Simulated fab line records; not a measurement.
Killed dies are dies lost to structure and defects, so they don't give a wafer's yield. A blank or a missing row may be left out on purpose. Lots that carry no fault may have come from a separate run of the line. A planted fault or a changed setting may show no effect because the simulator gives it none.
One fault through the eyes of 2 desks | flow n5-finfet | each desk holds nothing but its own numbers, with what lay behind them at the end

METROLOGY DESK
Lot by lot, what the gauges showed, no matter which tool ran the lot: averages of those sampled wafers that carry a number. A lot is out of limits, marked OUT, if its mean lies more than 4 standard deviations from the usual mean; the brackets give that distance. 7 of its 12 readings are shown: the first one out of limits and those lying furthest out on some lot.
Columns: A = cd-nm at N5_WELL_APT_CD_MEAS_08, usual 199.9 nm; B = cd-nm at N5_WELL_APT_CD_MEAS_25, usual 200.1 nm; C = IOFF_P at N5_BEOL_M4_RC_MEAS_101, usual 0.24 nA/um; D = SS_N at N5_BEOL_M4_RC_MEAS_101, usual 71.7 mV/dec; E = SS_P at N5_BEOL_M4_RC_MEAS_101, usual 73.6 mV/dec; F = VT_N at N5_BEOL_M4_RC_MEAS_101, usual 249 mV; G = VT_P at N5_BEOL_M4_RC_MEAS_101, usual -248 mV
lot  | first seen here | A     | B                | C    | D    | E    | F   | G
L582 | day 1 13:45     | 199.2 | 200.9            | 0.25 | 71.7 | 73.1 | 250 | -245
L583 | day 1 20:11     | 199.3 | 198.4            | 0.20 | 71.3 | 73.2 | 252 | -250
L584 | day 2 01:47     | 202.1 | 198.2            | 0.29 | 72.7 | 74.5 | 249 | -244
L586 | day 2 13:52     | 200.2 | 197.5            | 0.28 | 72.2 | 74.0 | 247 | -244
L587 | day 2 19:42     | 199.2 | 197.2            | 0.30 | 71.5 | 74.2 | 248 | -243
L588 | day 3 01:50     | 198.8 | 202.0            | 0.26 | 71.8 | 73.6 | 244 | -248
L589 | day 3 07:49     | 199.3 | 197.0            | 0.20 | 71.2 | 73.5 | 250 | -252
L591 | day 3 19:56     | 202.0 | 191.3 (-4.2) OUT | 0.25 | 72.2 | 74.3 | 249 | -248
L595 | day 4 20:08     | 199.6 | 191.9            | 0.26 | 71.5 | 73.7 | 247 | -246
L604 | day 7 02:21     | 199.4 | 200.9            | 0.23 | 71.5 | 73.4 | 249 | -249
L605 | day 7 07:41     | 201.5 | 201.6            | 0.24 | 72.2 | 73.3 | 250 | -248
This desk's verdict: out of limits on L591, starting with L591 at day 3 21:16 (cd-nm at N5_WELL_APT_CD_MEAS_25). Within limits: L582, L583, L584, L586, L587, L588, L589, L595, L604, L605.

THE DEFECT DESK
Per lot, the means of the sampled wafers with a number show what the inspections along the route counted. A lot is out of limits, marked OUT, if its mean lies more than 4 standard deviations from the usual mean; the brackets give that distance.
Columns: A = raw-defect-count at N5_WELL_APT_INSPECT_27, usual 2.1; B = raw-defect-count at N5_WELL_APT_INSPECT_38, usual 14
lot  | first seen here | A   | B
L582 | day 1 15:02     | 2.0 | 15
L583 | day 1 21:32     | 2.3 | 15
L584 | day 2 02:59     | 2.3 | 9
L586 | day 2 15:02     | 1.7 | 16
L587 | day 2 21:00     | 2.0 | 18
L588 | day 3 03:23     | 1.3 | 8
L589 | day 3 09:07     | 2.0 | 19
L591 | day 3 21:19     | 2.7 | 10
L595 | day 4 21:34     | 1.5 | 19
L604 | day 7 04:40     | 3.0 | 13
L605 | day 7 09:00     | 2.3 | 16
This desk's verdict: no lot among the 11 shows anything out of limits.

PUT TOGETHER
Metrology desk: alarm possible at day 3 21:16 on L591.
The defect desk saw nothing out of limits.
The defect desk has L591 on record, within its limits.
All the named lots went through N5_WELL_APT_EXPOSE_22 on krf-scanner-02.

WHAT THE SIMULATOR PUT IN
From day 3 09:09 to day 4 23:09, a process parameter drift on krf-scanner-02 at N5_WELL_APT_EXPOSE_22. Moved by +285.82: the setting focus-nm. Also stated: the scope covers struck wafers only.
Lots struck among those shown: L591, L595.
Hours from the fault's start to each desk's first reading out of limits: the metrology desk, 12.
